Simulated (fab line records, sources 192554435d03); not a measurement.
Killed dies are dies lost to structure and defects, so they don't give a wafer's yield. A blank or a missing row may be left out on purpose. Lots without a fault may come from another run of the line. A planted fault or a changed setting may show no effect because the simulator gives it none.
Chamber matching | flow n5_finfet | N5_GATE_CUT_ALD_22 on ald_sin-04: 4 sister chambers
The step deposits SiNx, target thk 16 nm, pulse time 1 s, ald cycles 320. 4 wafers are shown with their chamber, then 9 later ones without.

WAFERS WITH THEIR CHAMBER
wafer  | chamber | heater_power_outer_w (W)
L084.6 | 3       | 465
L089.1 | 1       | 515
L089.3 | 0       | 552
L089.4 | 2       | 643

WAFERS WITHOUT THEIR CHAMBER
wafer  | heater_power_outer_w (W)
L092.2 | 635
L092.5 | 638
L092.6 | 468
L095.2 | 556
L095.3 | 473
L095.5 | 527
L097.1 | 473
L097.2 | 527
L097.3 | 632

WHICH CHAMBER EACH WENT THROUGH
wafer  | from the rows above     | in truth
L092.2 | 2                       | 2
L092.5 | 2                       | 2
L092.6 | 3                       | 3
L095.2 | 0                       | 0
L095.3 | 3                       | 3
L095.5 | can't be placed: 1 or 0 | 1
L097.1 | 3                       | 3
L097.2 | can't be placed: 1 or 0 | 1
L097.3 | 2                       | 2
Placed correctly: 7 of 9. Can't be placed from these rows: 2 (the true chamber is among the candidates in 2). Placed wrongly: 0.
How it was worked out, from the rows above alone: a wafer's distance from a chamber is the root of the sum, over the readings, of the square of ((its reading less the chamber's mean) divided by the reading's scatter). The wafer belongs to the nearest chamber; if the next one is less than 2 further off, it can't be placed. A chamber's mean is the mean of its shown wafers. The scatter: with one shown wafer a chamber, the root of the mean of the squares of how far each hidden wafer lies from its nearest shown one.
